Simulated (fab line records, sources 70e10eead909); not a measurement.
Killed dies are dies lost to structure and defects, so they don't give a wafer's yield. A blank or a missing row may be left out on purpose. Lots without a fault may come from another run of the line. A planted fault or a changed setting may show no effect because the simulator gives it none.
A struck lot beside a sound one | flow nand_harc | 19 steps out of a route of 1302
Sound: wafers L513.1, L513.3, L513.5. Struck: wafers L522.2, L522.3, L522.4. The cause comes at the end.
At each step with rows: each side's tool, then ch and its chambers, then its first start. Under that, the readings that differ: sound wafers | struck wafers | difference of the means | sigmas: that difference in standard deviations of wafers without a fault.
alike: readings whose means differ by less than 2 such deviations, and words and numbers that are the same on both sides. not compared: withheld readings, readings that some wafer has no value for, bounds like >300 that may hide the same value, and numbers for which the record gives no deviation and whose values overlap.
The two part at a step that has a row with sigmas, a row that says differs or no value, or rows on one side only. Numbers that don't overlap but have no deviation are shown without sigmas and don't part them. A reading that every wafer of one side lacks parts them only if that side has two wafers or more.

NHARC_A_CHANNEL_HOLE_D2_ETCH_21: etches the open film in C4F8/O2/Ar, time 514.3 s, target depth 1600 nm.
  sound on har_etch-01 ch 0,1, day 13 03:36; struck on har_etch-02 ch 0,1, day 17 23:37
  alike: drypump_motor_current_A, showerhead_plenum_p_Torr, temp_c, throttle_valve_pct
  not compared: rf_hours_counter_h
then, 3 steps without rows for these wafers: NHARC_A_CHANNEL_HOLE_D2_ETCH_22 (etches the open film in C4F8/O2/Ar, time 666.7 s, target depth 1600 nm); NHARC_A_CHANNEL_HOLE_D2_ETCH_23 (etches the open film in C4F8/O2/Ar, time 819 s, target depth 1600 nm); NHARC_A_CHANNEL_HOLE_D2_ETCH_24 (etches the open film in C4F8/O2/Ar, time 906.2 s, target depth 1500 nm).
NHARC_A_CHANNEL_HOLE_D2_ETCH_25: etches the open film in C4F8/O2/Ar, time 1040.2 s, target depth 1500 nm.
  sound on har_etch-01 ch 0,1, day 13 06:04; struck on har_etch-02 ch 0,1, day 18 02:05
  alike: drypump_motor_current_A, showerhead_plenum_p_Torr, temp_c, throttle_valve_pct
  not compared: rf_hours_counter_h
then, 5 steps without rows for these wafers: NHARC_A_CHANNEL_HOLE_D2_ETCH_26 (etches the open film in C4F8/O2/Ar, time 224.1 s, target depth 300 nm); NHARC_A_CHANNEL_HOLE_D2_ETCH_27 (etches the open film in C4F8/O2/Ar, time 90 s, target depth 400 nm); NHARC_A_CHANNEL_HOLE_D2_STRIP_41 (strips in N2/H2); NHARC_A_CHANNEL_HOLE_D2_STRIP_42 (strips in CF4/CHF3); NHARC_A_CHANNEL_HOLE_D2_STRIP_43 (strips in O2/COS).
NHARC_A_CHANNEL_HOLE_D2_ETCH_44: etches the open film in CF4/O2, target depth 140 nm, overetch 14 nm, time 77 s.
  sound on rie_diel-12 ch 0,1, day 13 07:53; struck on rie_diel-09 ch 0,1,2, day 18 03:55
  reading               | sound             | struck            | difference | sigmas
  oes_product_au (a.u.) | 0.988 0.982 0.981 | 1.009 1.035 1.039 | +0.044     | +3
  alike: drypump_motor_current_A, rf_fwd_power_W, rf_vpp_V, showerhead_plenum_p_Torr, throttle_valve_pct
  not compared: rf_hours_counter_h
NHARC_A_CHANNEL_HOLE_D2_STRIP_28: strips in O2.
  sound on rie_diel-12 ch 2,3; struck on rie_diel-09 ch 0,2,3
  alike: drypump_motor_current_A, oes_product_au, rf_vpp_V, showerhead_plenum_p_Torr, throttle_valve_pct
  not compared: rf_hours_counter_h
NHARC_A_CHANNEL_HOLE_D2_PRECLEAN_29: cleans in SC1.
  sound on wet_bench-06 ch 3,4,5, day 13 08:34; struck on wet_bench-06 ch 0,2,7, day 18 04:34
  alike: temp_c
then, 1 step without rows for these wafers: NHARC_A_CHANNEL_HOLE_D2_SRD_30.
NHARC_A_CHANNEL_HOLE_D2_CD_MEAS_31:
  sound on cd_sem-03, day 13 08:41; struck on cd_sem-01, day 18 04:42
  alike: cd_nm
NHARC_A_CHANNEL_HOLE_D2_XSEM_32:
  sound on xsem-02 ch 0, day 13 08:46; struck on xsem-01 ch 0, day 18 04:47
  alike: bot_cd_nm, bow_nm, tilt_deg
NHARC_A_CHANNEL_HOLE_D2_INSPECT_40:
  sound on defect_inspect-01, day 13 08:52; struck on defect_inspect-01, day 18 04:53
  reading          | sound       | struck      | difference | sigmas
  raw_defect_count | 200 235 225 | 978 840 820 | +659       | +7
then, 1 step without rows for these wafers: NHARC_A_CHANNEL_FILL_D2_PRECLEAN_00 (cleans in SC1).
-- the record jumps here: 11 days lie between the struck wafers' starts before and after (it left off in module A_CHANNEL_FILL_D2 and takes up again in module END, whose first step shown is number 1302 of the route) --
NHARC_END_SORT_01:
  the record has rows for the struck wafers here (prober-01 ch 0, day 29 03:16) and none for the sound ones

WHERE THEY PART
First at NHARC_A_CHANNEL_HOLE_D2_ETCH_44; last, within this record, at NHARC_END_SORT_01.

WHY: what the simulator had put in
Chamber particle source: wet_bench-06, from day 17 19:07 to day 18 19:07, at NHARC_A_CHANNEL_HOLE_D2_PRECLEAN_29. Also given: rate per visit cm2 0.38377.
